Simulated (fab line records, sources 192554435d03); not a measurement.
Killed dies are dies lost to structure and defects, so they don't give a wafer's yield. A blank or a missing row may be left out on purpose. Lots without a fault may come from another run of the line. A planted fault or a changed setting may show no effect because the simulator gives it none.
A struck lot beside a sound one | flow n5_finfet | 16 steps out of a route of 1938
Sound: wafers L773.3, L773.4, L773.5. Struck: wafers L768.2, L768.4, L768.5. The cause comes at the end.
At each step with rows: each side's tool, then ch and its chambers, then its first start. Under that, the readings that differ: sound wafers | struck wafers | difference of the means | sigmas: that difference in standard deviations of wafers without a fault.
alike: readings whose means differ by less than 2 such deviations, and words and numbers that are the same on both sides. not compared: withheld readings, readings that some wafer has no value for, bounds like >300 that may hide the same value, and numbers for which the record gives no deviation and whose values overlap.
The two part at a step that has a row with sigmas, a row that says differs or no value, or rows on one side only. Numbers that don't overlap but have no deviation are shown without sigmas and don't part them. A reading that every wafer of one side lacks parts them only if that side has two wafers or more.

first, 4 steps without rows for these wafers: N5_BEOL_M9_SOFTBAKE_06 (time 60 s); N5_BEOL_M9_EXPOSE_08 (exposes mask M9); N5_BEOL_M9_PEB_09 (peb time 60 s); N5_BEOL_M9_DEVELOP_10 (develop time 30 s).
N5_BEOL_M9_CD_MEAS_11: target cd 64.1 nm.
  sound on cd_sem-02 ch 0, day 16 12:46; struck on cd_sem-02 ch 0, day 15 07:28
  alike: cd_nm
N5_BEOL_M9_OVL_MEAS_12:
  sound on overlay-02 ch 0, day 16 12:47; struck on overlay-02 ch 0, day 15 07:29
  alike: M9_OVL
N5_BEOL_M9_INSPECT_13: inspects for defects (brightfield).
  sound on defect_inspect-02, day 16 12:49; struck on defect_inspect-02, day 15 07:31
  alike: raw_defect_count
N5_BEOL_M9_DESCUM_16: chemistry O2, time 7.9 s.
  sound on rie_diel-03 ch 2,3, day 16 12:51; struck on rie_diel-02 ch 0,1,3, day 15 07:33
  alike: drypump_motor_current_A, oes_product_au, rf_vpp_V, showerhead_plenum_p_Torr, throttle_valve_pct
  not compared: rf_hours_counter_h
N5_BEOL_M9_ETCH_61: etches SiARC in CF4, target depth 39 nm, time 65 s.
  sound on rie_diel-03 ch 2,3, day 16 12:53; struck on rie_diel-02 ch 0,1,3, day 15 07:35
  reading      | sound             | struck            | difference | sigmas
  rf_vpp_V (V) | 185.0 184.6 184.4 | 182.0 182.1 182.0 | -2.6       | -2
  alike: cf4_flow_sccm, drypump_motor_current_A, etch_rf_on_time_s, oes_product_au, showerhead_plenum_p_Torr, throttle_valve_pct
  not compared: rf_hours_counter_h
N5_BEOL_M9_ETCH_62: etches SOC in N2/H2, target depth 110 nm, overetch 22 nm, time 165 s.
  sound on rie_diel-03 ch 2,3, day 16 12:56; struck on rie_diel-02 ch 0,1,3, day 15 07:38
  alike: drypump_motor_current_A, h2_flow_sccm, oes_product_au, rf_vpp_V, showerhead_plenum_p_Torr, throttle_valve_pct
  not compared: rf_hours_counter_h
then, 1 step without rows for these wafers: N5_BEOL_M9_STRIP_68 (strips in N2/H2).
N5_BEOL_M9_STRIP_67: strips in CF4.
  sound on rie_diel-03 ch 2,3, day 16 13:05; struck on rie_diel-02 ch 0,1,3, day 15 07:47
  reading              | sound             | struck            | difference | sigmas
  cf4_flow_sccm (sccm) | 150.2 150.5 150.8 | 149.9 149.5 149.0 | -1.0       | -2
  alike: drypump_motor_current_A, oes_product_au, rf_vpp_V, showerhead_plenum_p_Torr, throttle_valve_pct
  not compared: rf_hours_counter_h
N5_BEOL_M9_HM_OPEN_17: chemistry Cl2/BCl3, target TiN, target depth 20 nm, overetch 6 nm.
  sound on rie_metal-03 ch 0,1, day 16 13:09; struck on rie_metal-02 ch 1, day 15 07:49
  no value came back on the struck wafers for any of 5 readings (bcl3_flow_sccm (sccm), bias_w (W) and others); on the sound wafers bcl3_flow_sccm (sccm) reads 21.88 21.81 21.88
  reading                                  | sound          | struck            | difference | sigmas
  model.SOC_of_BEOL_M9_COAT_59.thk_nm (nm) | 92.8 92.8 92.6 | 100.2 100.2 100.4 | +7.5       |
  not compared: rf_hours_counter_h
N5_BEOL_M9_STRIP_19: strips in O2.
  sound on rie_diel-05 ch 0,2, day 16 13:14; struck on rie_diel-02 ch 0,2, day 15 07:56
  alike: drypump_motor_current_A, oes_product_au, rf_vpp_V, showerhead_plenum_p_Torr, throttle_valve_pct
  not compared: rf_hours_counter_h
N5_BEOL_M9_CD_MEAS_18: pitch 140 nm, target cd 70 nm.
  sound on cd_sem-02, day 16 13:18; struck on cd_sem-02, day 15 08:00
  reading    | sound          | struck | difference                    | sigmas
  cd_nm (nm) | 70.7 70.2 70.6 | - - -  | no value on the struck wafers |
then, 1 step without rows for these wafers: N5_BEOL_M9_COAT_63 (time 60 s, resist thk 60 nm).

WHERE THEY PART
First at N5_BEOL_M9_ETCH_61; last, within this record, at N5_BEOL_M9_CD_MEAS_18.

WHY: what the simulator had put in
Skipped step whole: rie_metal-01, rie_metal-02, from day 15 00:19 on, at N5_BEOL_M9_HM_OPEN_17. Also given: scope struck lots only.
